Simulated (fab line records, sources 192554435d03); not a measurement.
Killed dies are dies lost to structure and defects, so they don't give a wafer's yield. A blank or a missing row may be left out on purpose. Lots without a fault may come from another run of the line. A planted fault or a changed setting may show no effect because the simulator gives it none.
fab line records | flow n5_finfet
record lots=6 wafers=17 last_day=18
route steps=1938 shown BEOL_M3@962 BEOL_M4@1111 PASSIVATION@1936
lots that met no fault: from a run of the same line without faults
start_h: hours from the record's first day to the start of the lot's first wafer shown | wait_h: hours since the lot's step before | " the same as in the row above | L1.1+2: a row that stands for several wafers | - no value, or no start given | * or withheld: withheld | < > ~ a bound
route shown NAME@n: a module of which the file shows steps, and the number in the route of the first | usual: mean/standard deviation of fault-free wafers | same: alike in all rows | chamber/n: place in a boat | sites: the reading at each site | _std_site: their standard deviation | _edge_site: outer sites' mean less inner sites' | radius_mm: how far each site lies from the wafer's centre | mask NAME#n: copy n | behind: the tool/chamber that last shaped the wafer | hold: why the lot was held/for how many hours/how that ended | device: the transistor (n, p or np) that didn't switch | end of line: the same wafers' tests at the end of the route | a step without rows: its recipe alone | killed: dies lost to structure and defects at the first sort, not the wafer's yield | map: a wafer's dies, x killed, . not, _ none there
set.NAME: the setting as run; set.NAME@STEP: as run at that earlier step | model.NAME: the simulator's own value behind a step, which no gauge read
lots at some steps of the route; a table a step, a row a wafer
services: from which hour (start_h, from the record's first day; less than 0 if before it) a tool's chamber was out of use, for how many hours, and why
## steps
# step N5_BEOL_M3_SOFTBAKE_23
# recipe temp_c=110 time_s=60 resist=CAR-EUV
# step N5_BEOL_M3_EXPOSE_25
# recipe mask_id=V2 na=0.33 source_shape=quasar sigma_inner=0.2 sigma_outer=0.8 polarization=unpolarized defocus_nm=5 dose_mj=63
# step N5_BEOL_M3_PEB_26
# recipe peb_temp_c=100 peb_time_s=60 resist=CAR-EUV
# step N5_BEOL_M3_DEVELOP_27
# recipe develop_time_s=30 developer=TMAH resist=CAR-EUV rinse_liquid=surfactant_rinse dry=air_spin dev_temp_c=23
# step N5_BEOL_M3_CD_MEAS_28
# recipe target_cd_nm=25.7 landing_energy_ev=500 detector=se_inlens target_cd_y_nm=23.3 polarity=opening
# usual cd_nm=25.74/0.25
# same landing_energy_ev=500
# columns lot.wafer tool chamber start_h wait_h cd_nm
L585.1 cd_sem-01 0 174.20 - 26.31
L585.3 " 0 " " 26.40
L585.5 " 0 " " 25.96
L588.2 cd_sem-01 0 176.58 - 25.65
L588.6 " 0 " " 25.47
L587.1 cd_sem-02 0 177.06 - 25.80
L587.2 " 0 " " 26.03
L587.3 " 0 " " 25.75
L590.3 cd_sem-01 0 185.65 - 25.54
L590.5 " 0 " " 25.38
L590.6 " 0 " " 25.74
L592.2 cd_sem-02 0 199.22 - 25.95
L592.5 " 0 " " 25.67
L592.6 " 0 " " 25.80
L603.3 cd_sem-01 0 282.71 - 25.34
L603.4 " 0 " " 25.62
L603.5 " 0 " " 25.59
# step N5_BEOL_M3_OVL_MEAS_29
# recipe points_per_wafer=522
# usual V2_OVL=0.2/0.8
# columns lot.wafer tool chamber start_h wait_h V2_OVL[nm]
L585.1 overlay-01 0 174.23 0.0 0.5
L585.3 " 0 " " -0.3
L585.5 " 0 " " -0.2
L588.2 overlay-02 0 176.61 0.0 -0.5
L588.6 " 0 " " 0.9
L587.1 overlay-02 0 177.09 0.0 1.4
L587.2 " 0 " " 0.3
L587.3 " 0 " " 0.7
L590.3 overlay-01 0 185.69 0.0 -1.5
L590.5 " 0 " " -1.3
L590.6 " 0 " " -1.6
L592.2 overlay-02 0 199.26 0.0 0.7
L592.5 " 0 " " 1.4
L592.6 " 0 " " 0.5
L603.3 overlay-01 0 282.75 0.0 0.9
L603.4 " 0 " " 1.3
L603.5 " 0 " " 0.5
# step N5_BEOL_M3_INSPECT_30
# recipe mode=adi inspect_instrument=brightfield
# usual raw_defect_count=413/97
# columns lot.wafer tool chamber start_h wait_h raw_defect_count
L585.1 defect_inspect-01 - 174.28 0.1 286
L585.3 " - " " 360
L585.5 " - " " 326
L588.2 defect_inspect-01 - 176.67 0.0 379
L588.6 " - " " 405
L587.1 defect_inspect-01 - 177.15 0.1 585
L587.2 " - " " 399
L587.3 " - " " 588
L590.3 defect_inspect-01 - 185.73 0.0 371
L590.5 " - " " 495
L590.6 " - " " 478
L592.2 defect_inspect-01 - 199.31 0.0 374
L592.5 " - " " 411
L592.6 " - " " 385
L603.3 defect_inspect-01 - 282.80 0.0 380
L603.4 " - " " 485
L603.5 " - " " 479
# step N5_BEOL_M3_DESCUM_33
# recipe chemistry=O2 time_s=7 source_power_w=50 bias_power_w=20 pressure_mtorr=20 rf_frequency_hz=2.712e+07 temp_c=40 resist=CAR-EUV o2_flow_sccm=225
# usual drypump_motor_current_A=6.0/0.43 oes_product_au=0.76/0.089 rf_vpp_V=242.7/1.6 showerhead_plenum_p_Torr=2.07/0.091 temp_c=39.99/0.11 throttle_valve_pct=20.55/0.27
# columns lot.wafer tool chamber start_h wait_h drypump_motor_current_A oes_product_au rf_hours_counter_h rf_vpp_V showerhead_plenum_p_Torr temp_c throttle_valve_pct
L585.1 rie_diel-01 1 174.32 0.0 5.5 0.70 208 242.8 2.07 40.02 20.97
L585.3 " 3 " " 6.3 0.70 220 243.4 2.07 39.91 20.50
L585.5 " 1 " " 5.5 0.69 - 243.2 2.07 40.19 20.97
L588.2 rie_diel-06 3 176.71 0.0 6.6 0.70 222 241.6 1.97 39.82 20.61
L588.6 " 0 " " 6.0 0.69 - 241.5 2.06 40.07 20.48
L587.1 rie_diel-06 1 177.18 0.0 6.0 0.79 112 240.5 1.94 40.07 20.27
L587.2 " 2 " " 5.6 0.73 162 243.8 2.18 39.85 20.50
L587.3 " 0 " " 6.0 0.68 247 242.8 2.06 39.98 20.45
L590.3 rie_diel-06 0 185.77 0.0 6.0 0.68 249 242.5 2.06 39.86 20.47
L590.5 " 0 " " 6.0 0.68 - 241.2 2.06 39.91 20.46
L590.6 " 3 " " 6.6 0.70 - 243.3 1.97 39.91 20.59
L592.2 rie_diel-02 2 199.43 0.1 6.6 0.78 125 240.1 1.94 40.01 20.54
L592.5 " 3 " " 6.2 0.71 - 242.1 2.00 39.95 20.90
L592.6 " 2 " " 6.7 0.77 - 241.1 1.94 40.15 20.51
L603.3 rie_diel-02 1 282.90 0.1 5.5 0.73 185 244.1 2.18 40.02 20.53
L603.4 " 2 " " 6.6 0.75 149 239.6 1.94 39.96 20.56
L603.5 " 0 " " 6.7 0.90 - 243.8 2.24 40.25 20.14
# step N5_BEOL_M3_ETCH_77
# recipe chemistry=N2/H2 target=underlayer target_depth_a=65 mask_material=CAR-EUV time_s=5.2 ion_energy_ev=200 pressure_mtorr=30 source_w=840 bias_w=150 n2_flow_sccm=200 h2_flow_sccm=200 ends=cleared
# usual bias_w=150.0/0.42 drypump_motor_current_A=6.0/0.44 etch_rf_on_time_s=5.29/0.084 oes_product_au=0.64/0.074 rf_fwd_power_W=819.7/2.5 rf_vpp_V=523/3.3 showerhead_plenum_p_Torr=2.51/0.1 throttle_valve_pct=17.9/0.3
# columns lot.wafer tool chamber start_h wait_h bias_w drypump_motor_current_A etch_rf_on_time_s oes_product_au rf_fwd_power_W rf_hours_counter_h rf_vpp_V showerhead_plenum_p_Torr throttle_valve_pct
L585.1 rie_diel-01 1 174.35 0.0 150.2 5.6 5.26 0.59 824.4 208 522 2.52 18.3
L585.3 " 3 " " 150.1 6.3 5.26 0.59 817.4 220 523 2.52 18.0
L585.5 " 1 " " 150.2 5.6 5.31 0.59 820.4 - 523 2.52 18.3
L588.2 rie_diel-06 3 176.74 0.0 149.9 6.7 5.28 0.60 819.5 222 520 2.42 18.2
L588.6 " 0 " " 150.2 6.0 5.28 0.59 820.5 - 522 2.50 17.8
L587.1 rie_diel-06 1 177.22 0.0 150.1 6.0 5.21 0.67 819.8 112 519 2.36 17.7
L587.2 " 2 " " 149.6 5.6 5.42 0.61 817.5 162 527 2.64 17.9
L587.3 " 0 " " 151.0 6.0 5.24 0.59 825.4 247 521 2.50 17.8
L590.3 rie_diel-06 0 185.81 0.0 150.3 6.0 5.32 0.58 819.3 249 522 2.50 17.8
L590.5 " 0 " " 150.3 6.0 5.33 0.59 823.2 - 523 2.50 17.8
L590.6 " 3 " " 149.3 6.7 5.33 0.60 821.2 - 522 2.42 18.2
L592.2 rie_diel-02 2 199.46 0.0 150.1 6.7 5.27 0.66 816.6 125 517 2.35 17.9
L592.5 " 3 " " 150.4 6.2 5.25 0.61 821.4 - 522 2.43 18.4
L592.6 " 2 " " 150.4 6.6 5.25 0.68 819.2 - 517 2.35 17.9
L603.3 rie_diel-02 1 282.94 0.0 149.2 5.5 5.36 0.61 817.3 185 527 2.63 17.8
L603.4 " 2 " " 149.5 6.6 5.22 0.65 816.9 149 518 2.34 18.0
L603.5 " 0 " " 150.3 6.8 5.15 0.76 817.3 - 529 2.68 17.4
# step N5_BEOL_M3_ETCH_69
# recipe chemistry=CF4 target=SiARC target_depth_a=156 mask_material=CAR-EUV time_s=26 ion_energy_ev=80 pressure_mtorr=40 source_w=545 bias_w=36 Ar_flow_sccm=100 cf4_flow_sccm=100 ends=cleared
# usual bias_w=36.01/0.11 drypump_motor_current_A=6.0/0.44 etch_rf_on_time_s=26.4/0.42 mfc_ar_sccm=100.0/0.31 oes_product_au=0.64/0.075 rf_fwd_power_W=531.9/2.2 rf_vpp_V=183.8/1.3 showerhead_plenum_p_Torr=2.11/0.087 throttle_valve_pct=15.7/0.3
# columns lot.wafer tool chamber start_h wait_h bias_w drypump_motor_current_A etch_rf_on_time_s mfc_ar_sccm oes_product_au rf_fwd_power_W rf_hours_counter_h rf_vpp_V showerhead_plenum_p_Torr throttle_valve_pct
L585.1 rie_diel-01 1 174.37 0.0 35.89 5.6 26.6 99.6 0.59 528.8 208 184.3 2.12 16.2
L585.3 " 3 " " 36.02 6.3 26.2 100.0 0.59 532.5 220 183.9 2.12 15.7
L585.5 " 1 " " 35.97 5.5 26.5 99.5 0.59 530.4 - 184.2 2.12 16.2
L588.2 rie_diel-06 3 176.76 0.0 36.05 6.7 26.5 99.9 0.61 528.3 222 183.0 2.02 15.8
L588.6 " 0 " " 36.08 6.0 26.2 100.1 0.59 532.2 - 184.1 2.11 15.7
L587.1 rie_diel-06 1 177.24 0.0 35.97 6.0 26.6 100.6 0.67 531.4 112 181.8 1.98 15.4
L587.2 " 2 " " 35.85 5.6 27.2 100.1 0.61 535.1 162 184.6 2.23 15.7
L587.3 " 0 " " 35.98 6.0 26.3 100.6 0.58 530.7 247 183.7 2.11 15.7
L590.3 rie_diel-06 0 185.82 0.0 35.96 6.0 26.3 99.9 0.59 528.3 249 183.8 2.11 15.7
L590.5 " 0 " " 36.01 6.0 26.4 99.8 0.58 529.5 - 183.7 2.11 15.7
L590.6 " 3 " " 35.96 6.6 26.7 100.3 0.60 530.4 - 181.1 2.02 15.8
L592.2 rie_diel-02 2 199.48 0.0 35.90 6.7 26.2 100.1 0.67 529.1 125 181.5 1.99 15.6
L592.5 " 3 " " 36.09 6.2 26.4 100.0 0.62 532.6 - 184.3 2.05 16.0
L592.6 " 2 " " 35.89 6.7 26.1 100.4 0.66 529.9 - 181.6 1.99 15.6
L603.3 rie_diel-02 1 282.95 0.0 36.01 5.5 27.3 100.1 0.61 530.3 185 185.4 2.21 15.6
L603.4 " 2 " " 36.00 6.6 26.6 100.0 0.65 529.4 149 180.6 1.98 15.7
L603.5 " 0 " " 36.02 6.7 26.2 99.9 0.75 532.6 - 186.2 2.26 15.1
# step N5_BEOL_M3_ALD_98
# recipe material=SiO2 target_thk_a=25 temp_c=100 ald_precursor_family=BDEAS ald_co_reactant=O2-plasma pulse_time_s=1 co_reactant_pulse_time_s=1 purge_time_s=2 co_reactant_purge_time_s=2 ald_cycles=17 pressure_torr=2
# usual heater_power_w=78/7 precursor_pulse_height_rel=0.999/0.022
# columns lot.wafer tool chamber start_h wait_h heater_power_w precursor_pulse_height_rel
L585.1 ald_sin-02 0 174.86 0.5 71 0.993
L585.3 " 1 " " 91 1.021
L585.5 " 0 " " 70 1.017
L588.2 ald_sin-02 2 176.84 0.1 93 0.983
L588.6 " 3 " " 83 1.022
L587.1 ald_sin-04 1 179.00 1.7 67 0.990
L587.2 " 2 " " 72 1.020
L587.3 " 3 " " 85 1.004
L590.3 ald_sin-04 3 185.99 0.1 87 1.025
L590.5 " 1 " " 68 0.999
L590.6 " 0 " " 72 0.982
L592.2 ald_sin-04 1 199.56 0.1 70 0.993
L592.5 " 0 " " 71 0.996
L592.6 " 1 " " 67 1.048
L603.3 ald_sin-02 2 283.34 0.4 90 0.997
L603.4 " 1 " " 92 0.982
L603.5 " 3 " " 81 1.021
# step N5_BEOL_M3_ETCHBACK_99
# recipe chemistry=CHF3 target=SiO2 target_depth_a=50 time_s=10.4 source_w=215 bias_w=47 Ar_flow_sccm=200 CHF3_flow_sccm=12 ion_energy_ev=100 pressure_mtorr=30
# usual bias_w=46.99/0.14 drypump_motor_current_A=6.1/0.46 mfc_ar_sccm=200.0/0.61 oes_product_au=0.76/0.087 rf_vpp_V=240.9/2.9 showerhead_plenum_p_Torr=2.12/0.098 throttle_valve_pct=17.13/0.28
# columns lot.wafer tool chamber start_h wait_h bias_w drypump_motor_current_A mfc_ar_sccm oes_product_au rf_hours_counter_h rf_vpp_V showerhead_plenum_p_Torr throttle_valve_pct
L585.1 rie_diel-02 2 184.21 9.3 47.03 6.6 199.4 0.78 120 239.4 2.00 17.14
L585.3 " 0 " " 46.96 6.7 200.6 0.94 8 240.1 2.30 16.62
L585.5 " 3 " " 46.97 6.2 200.4 0.71 - 239.6 2.05 17.45
L588.2 rie_diel-06 1 184.45 7.6 46.98 6.0 199.5 0.79 113 245.8 2.00 16.94
L588.6 " 3 " " 47.16 6.6 200.8 0.70 - 236.5 2.02 17.20
L587.1 rie_diel-02 2 185.18 6.1 47.06 6.6 200.4 0.79 120 239.9 2.00 17.13
L587.2 " 0 " " 47.09 6.8 199.5 0.95 8 239.9 2.30 16.61
L587.3 " 1 " " 47.02 5.5 199.9 0.75 155 243.8 2.24 17.07
L590.3 rie_diel-06 3 195.66 9.6 47.05 6.6 200.7 0.70 227 237.6 2.01 17.21
L590.5 " 2 " " 46.99 5.6 199.0 0.73 - 243.6 2.23 17.12
L590.6 " 1 " " 46.97 6.0 200.0 0.79 - 243.7 1.99 16.95
L592.2 rie_diel-02 1 207.61 8.0 47.16 5.5 201.1 0.74 163 243.5 2.24 17.09
L592.5 " 0 " " 46.98 6.8 199.6 0.93 - 238.0 2.30 16.63
L592.6 " 1 " " 47.14 5.6 200.3 0.74 - 244.4 2.24 17.08
L603.3 rie_diel-02 0 306.65 23.3 47.05 6.8 200.4 0.87 41 240.6 2.29 16.68
L603.4 " 2 " " 46.90 6.6 199.8 0.74 - 238.3 1.99 17.20
L603.5 " 3 " " 47.10 6.2 198.1 0.68 - 238.7 2.04 17.49
# step N5_BEOL_M3_ETCH_70
# recipe chemistry=N2/H2 target=SOC target_depth_a=800 overetch_a=160 mask_material=SiARC temp_c=40 time_s=120 ion_energy_ev=200 pressure_mtorr=30 source_w=840 bias_w=150 n2_flow_sccm=200 h2_flow_sccm=200
# usual bias_w=150.0/0.45 drypump_motor_current_A=6.1/0.47 oes_product_au=0.59/0.064 rf_fwd_power_W=835.7/2.8 rf_vpp_V=523/3.3 showerhead_plenum_p_Torr=2.51/0.11 temp_c=40.01/0.12 throttle_valve_pct=17.9/0.32
# columns lot.wafer tool chamber start_h wait_h bias_w drypump_motor_current_A oes_product_au rf_fwd_power_W rf_hours_counter_h rf_vpp_V showerhead_plenum_p_Torr temp_c throttle_valve_pct model.SiARC_of_BEOL_M3_COAT_68.thk_nm
L585.1 rie_diel-02 2 184.24 0.0 150.0 6.7 0.60 839.9 120 517 2.36 39.91 17.9 6.4
L585.3 " 0 " " 150.5 6.8 0.72 835.3 8 528 2.69 39.97 17.3 6.4
L585.5 " 3 " " 149.9 6.2 0.55 832.8 - 520 2.43 40.17 18.3 6.4
L588.2 rie_diel-06 1 184.48 0.0 150.4 6.0 0.61 834.3 113 518 2.36 40.03 17.7 6.2
L588.6 " 3 " " 151.0 6.7 0.55 835.1 - 519 2.42 40.07 18.1 6.6
L587.1 rie_diel-02 2 185.21 0.0 151.4 6.7 0.60 637.6 120 566 2.36 40.06 17.9 7.2
L587.2 " 0 " " 149.7 6.8 0.73 639.2 8 578 2.69 39.94 17.3 7.2
L587.3 " 1 " " 149.7 5.5 0.58 636.2 155 577 2.64 40.03 17.7 7.4
L590.3 rie_diel-06 3 195.70 0.0 150.5 6.6 0.55 830.6 228 521 2.42 40.04 18.2 6.6
L590.5 " 2 " " 149.8 5.6 0.56 838.0 - 527 2.64 39.99 17.9 6.8
L590.6 " 1 " " 150.1 6.0 0.61 839.0 - 520 2.36 40.02 17.6 6.4
L592.2 rie_diel-02 1 207.65 0.0 149.3 5.5 0.57 636.7 163 576 2.64 40.10 17.8 7.4
L592.5 " 0 " " 150.2 6.7 0.71 638.3 - 578 2.69 39.92 17.3 7.4
L592.6 " 1 " " 149.6 5.5 0.57 634.1 - 577 2.64 40.05 17.8 7.4
L603.3 rie_diel-02 0 306.68 0.0 150.2 6.8 0.67 834.7 41 528 2.68 40.04 17.4 6.4
L603.4 " 2 " " 150.5 6.7 0.58 838.3 - 518 2.34 39.95 17.9 6.4
L603.5 " 3 " " 150.6 6.2 0.54 832.4 - 521 2.42 39.92 18.4 6.6
# step N5_BEOL_M3_STRIP_71
# recipe chemistry=N2/H2 temp_c=40 n2_flow_sccm=200 h2_flow_sccm=200 rf_frequency_hz=6e+07
# step N5_BEOL_M4_RC_MEAS_101
# usual DIBL_N=36.4/1.9 DIBL_P=35.8/2.1 IOFF_N=0.158/0.029 IOFF_P=0.21/0.035 ION_N=676/14 ION_P=465/9.7 SS_N=71.5/0.66 SS_P=73.4/0.7 VT_N=249.8/3 VT_P=-250/3.3
# columns lot.wafer tool chamber start_h wait_h DIBL_N[mV/V] DIBL_P[mV/V] IOFF_N[nA/um] IOFF_P[nA/um] ION_N[uA/um] ION_P[uA/um] SS_N[mV/dec] SS_P[mV/dec] VT_N[mV] VT_P[mV]
L585.1 prober-01 0 203.26 0.6 35.9 36.1 0.160 0.23 696 482 72.1 74.1 249.9 -249
L585.3 " 0 " " 34.3 34.8 0.131 0.21 666 467 71.0 72.7 250.9 -248
L585.5 " 0 " " 33.9 34.5 0.126 0.20 665 464 71.8 73.0 252.8 -251
L587.1 prober-01 0 209.32 0.0 32.9 33.7 0.103 0.14 652 444 70.3 72.6 255.4 -258
L587.2 " 0 " " 35.0 36.4 0.132 0.17 679 460 70.6 72.8 248.9 -257
L587.3 " 0 " " 35.7 36.3 0.132 0.16 650 442 71.3 73.1 254.1 -257
L588.2 prober-02 0 211.39 0.5 36.3 36.5 0.146 0.19 672 460 71.4 73.6 250.9 -252
L588.6 " 0 " " 39.0 39.5 0.190 0.24 672 463 71.8 74.7 248.9 -252
L590.3 prober-02 0 233.44 0.3 37.9 35.5 0.156 0.21 680 466 71.0 73.2 249.6 -250
L590.5 " 0 " " 37.6 35.8 0.161 0.22 689 476 70.2 72.8 248.3 -249
L590.6 " 0 " " 36.5 34.0 0.133 0.19 691 475 70.3 72.7 250.4 -250
L592.2 prober-02 0 242.38 0.2 35.5 34.6 0.140 0.20 680 470 71.7 72.9 253.1 -252
L592.5 " 0 " " 36.1 34.8 0.142 0.20 670 466 72.4 73.4 253.8 -253
L592.6 " 0 " " 35.4 34.3 0.132 0.19 660 462 70.9 73.4 253.6 -251
L603.3 prober-02 0 324.90 0.3 38.6 37.9 0.179 0.22 663 447 72.1 73.4 248.3 -255
L603.4 " 0 " " 36.1 35.1 0.136 0.17 684 461 72.0 73.5 253.9 -259
L603.5 " 0 " " 38.3 38.1 0.184 0.22 693 468 72.3 74.9 248.4 -251
# step N5_PASSIVATION_PROBE_49
# usual defect_limited_yield=91.3/1.3 killed_at_M0_to_M3=34/9.1 killed_at_M4_up=14/5.6 killed_at_contacts=13/5.9 killed_at_front_end=39/11 killed_at_other=3.6/3 killed_dies=102/16 killed_open=68/12 killed_short=33/7.3 sort_bin_5_function=5.2/0.89 sort_bin_6_memory=3.2/0.68 sort_n_pass=1078/16 sort_yield_pct=91.3/1.3
# same gross_dies=1180 killed_at_back_side=0 sort_bin_4_leakage[%]=0 sort_bin_8_speed[%]=0
# columns lot.wafer tool chamber start_h wait_h defect_limited_yield[%] killed_at_M0_to_M3 killed_at_M4_up killed_at_contacts killed_at_front_end killed_at_other killed_dies killed_open killed_short sort_bin_5_function[%] sort_bin_6_memory[%] sort_n_pass sort_yield_pct[%]
L585.1 prober-02 - 304.18 0.0 90.3 35 7 31 39 2 114 79 32 6.1 3.3 1066 90.3
L585.3 prober-02 - 304.28 0.1 88.6 44 27 26 36 2 135 93 40 6.8 4.2 1045 88.6
L585.5 prober-02 - 304.38 0.2 90.8 44 11 11 40 3 109 76 31 5.2 3.6 1071 90.8
L587.1 prober-01 - 317.54 0.0 93.5 20 9 14 32 2 77 57 20 4.4 2.0 1103 93.5
L587.2 prober-01 - 317.59 0.1 93.1 33 9 15 24 0 81 58 23 3.8 3.0 1099 93.1
L587.3 prober-01 - 317.64 0.1 90.6 42 8 15 40 6 111 58 53 5.4 3.3 1069 90.6
L590.3 prober-01 - 341.84 0.1 89.5 36 17 15 50 6 124 87 36 6.7 3.2 1056 89.5
L590.5 prober-01 - 341.94 0.2 90.2 31 14 9 58 4 116 85 31 5.8 3.8 1064 90.2
L592.2 prober-01 - 347.32 0.1 91.5 42 20 14 24 0 100 71 28 4.5 3.9 1080 91.5
L592.5 prober-01 - 347.47 0.2 94.2 32 8 7 18 3 68 48 20 3.3 2.5 1112 94.2
L592.6 prober-01 - 347.52 0.3 92.2 38 18 8 27 1 92 70 22 5.1 2.7 1088 92.2
# killed by level:class
L585.1 MOL_CONTACT_COAG:geometric_particle:open=25 BEOL_M0_SAQP:geometric_particle:open=9 BEOL_M3:geometric_particle:open=8 STI_FIN_REVEAL:geometric_particle:open=6 GATE_CUT:geometric_particle:short=6 MOL_CONTACT_COAG:geometric_particle:short=6 BEOL_M0_SAQP:geometric_particle:short=6 FIN_SAQP:geometric_particle:open=5
L585.3 MOL_CONTACT_COAG:geometric_particle:open=22 BEOL_M0_SAQP:geometric_particle:short=14 BEOL_M4:geometric_particle:open=14 BEOL_M3:geometric_particle:open=9 BEOL_M0_SAQP:geometric_particle:open=8 STI_FIN_REVEAL:geometric_particle:open=6 BEOL_M5:geometric_particle:open=6 STARTING-WAFER:geometric_particle:open=5
L585.5 BEOL_M2:geometric_particle:open=11 STI_FIN_REVEAL:geometric_particle:open=10 MOL_CONTACT_COAG:geometric_particle:open=9 FIN_SAQP:geometric_particle:open=8 BEOL_M1:geometric_particle:open=8 STARTING-WAFER:geometric_particle:short=7 BEOL_M0_SAQP:geometric_particle:open=6 BEOL_M3:geometric_particle:open=6
L587.1 FIN_SAQP:geometric_particle:open=13 MOL_CONTACT_COAG:geometric_particle:open=10 BEOL_M0_SAQP:geometric_particle:short=6 BEOL_M4:geometric_particle:open=5 BEOL_M2:geometric_particle:open=5 MOL_CONTACT_COAG:geometric_particle:short=4 BEOL_M1:geometric_particle:open=4 DUMMY_GATE:geometric_particle:open=3
L587.2 MOL_CONTACT_COAG:geometric_particle:open=15 BEOL_M0_SAQP:geometric_particle:open=10 BEOL_M0_SAQP:geometric_particle:short=7 BEOL_M1:geometric_particle:open=6 FIN_SAQP:geometric_particle:short=5 FIN_SAQP:geometric_particle:open=5 BEOL_M2:geometric_particle:open=4 BEOL_M4:geometric_particle:open=3
L587.3 BEOL_M0_SAQP:geometric_particle:short=17 FIN_SAQP:geometric_particle:short=15 MOL_CONTACT_COAG:geometric_particle:open=11 DUMMY_GATE:geometric_particle:open=9 BEOL_M0_SAQP:geometric_particle:open=8 BEOL_M2:geometric_particle:open=5 BEOL_M6:geometric_particle:open=5 FIN_SAQP:geometric_particle:open=4
L590.3 FIN_SAQP:geometric_particle:open=17 MOL_CONTACT_COAG:geometric_particle:open=14 BEOL_M2:geometric_particle:open=13 FIN_SAQP:geometric_particle:short=10 STI_FIN_REVEAL:geometric_particle:open=9 BEOL_M4:geometric_particle:open=8 STARTING-WAFER:geometric_particle:short=5 BEOL_M0_SAQP:geometric_particle:short=5
L590.5 DUMMY_GATE:geometric_particle:open=14 FIN_SAQP:geometric_particle:open=13 BEOL_M0_SAQP:geometric_particle:open=13 FIN_SAQP:geometric_particle:short=10 STI_FIN_REVEAL:geometric_particle:open=6 MOL_CONTACT_COAG:geometric_particle:open=6 BEOL_M0_SAQP:geometric_particle:short=6 BEOL_M4:geometric_particle:open=6
L592.2 BEOL_M3:geometric_particle:open=11 MOL_CONTACT_COAG:geometric_particle:open=10 BEOL_M1:geometric_particle:open=10 BEOL_M2:geometric_particle:open=8 BEOL_M5:geometric_particle:open=7 GATE_CUT:geometric_particle:short=6 BEOL_M4:geometric_particle:open=5 MOL_CONTACT_COAG:geometric_particle:short=4
L592.5 BEOL_M1:geometric_particle:open=8 BEOL_M2:geometric_particle:open=8 FIN_SAQP:geometric_particle:open=5 MOL_CONTACT_COAG:geometric_particle:open=5 BEOL_M0_SAQP:geometric_particle:open=5 DUMMY_GATE:geometric_particle:open=4 BEOL_M1:geometric_particle:short=4 BEOL_M0_SAQP:geometric_particle:short=3
L592.6 BEOL_M1:geometric_particle:open=12 BEOL_M4:geometric_particle:open=10 MOL_CONTACT_COAG:geometric_particle:open=7 BEOL_M2:geometric_particle:open=7 FIN_SAQP:geometric_particle:open=5 DUMMY_GATE:geometric_particle:open=5 BEOL_M0_SAQP:geometric_particle:open=5 FIN_SAQP:geometric_particle:short=4
## services
# columns tool chamber start_h hours kind
rie_diel-01 - 153.03 1.0 repair
ald_sin-02 1 175.63 16.9 repair
rie_diel-06 0 189.62 - clean
rie_diel-06 0 189.62 - consumable_replace:focus_ring
rie_diel-06 0 189.62 19.5 scheduled_down
rie_diel-06 0 189.62 19.5 vent_cycle
rie_diel-02 0 199.21 4.1 repair
rie_diel-06 - 227.86 0.3 repair
ald_sin-04 1 236.64 6.2 repair
rie_diel-02 3 237.17 2.9 repair
ald_sin-02 1 239.10 2.7 repair
ald_sin-02 - 268.34 14.0 pm
rie_diel-06 3 274.05 - clean
rie_diel-06 3 274.05 - consumable_replace:focus_ring
rie_diel-06 3 274.05 - consumable_replace:showerhead
rie_diel-06 3 274.05 15.7 scheduled_down
rie_diel-06 3 274.05 15.7 vent_cycle
rie_diel-01 3 276.59 - clean
rie_diel-01 3 276.59 - consumable_replace:focus_ring
rie_diel-01 3 276.59 16.8 scheduled_down
rie_diel-01 3 276.59 16.8 vent_cycle
ald_sin-04 - 282.69 2.8 pm
ald_sin-02 0 284.56 40.5 repair
rie_diel-01 1 305.06 - clean
## key
first_sign step=N5_BEOL_M3_ETCH_70 reading=rf_fwd_power_W direction=down sigmas=72 usual=* struck=*
effect step=N5_BEOL_M3_ETCH_70 reading=rf_vpp_V direction=up sigmas=16 usual=523 struck=575
model_effect step=N5_BEOL_M3_ETCH_70 value=SiARC_of_BEOL_M3_COAT_68.thk_nm without=6.533 struck=7.333
met_at N5_BEOL_M3_ETCH_70
struck_wafers L587.1,L587.2,L587.3,L592.2,L592.5,L592.6
onset_between 184.24 185.21
fault kind=process_parameter_drift tool=rie_diel-02 chamber=- onset_h=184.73 steps=N5_BEOL_M3_ETCH_70 channel=source_w offset=-201.6 shape=step end_h=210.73 acts_in=these_recipes_only stated=840
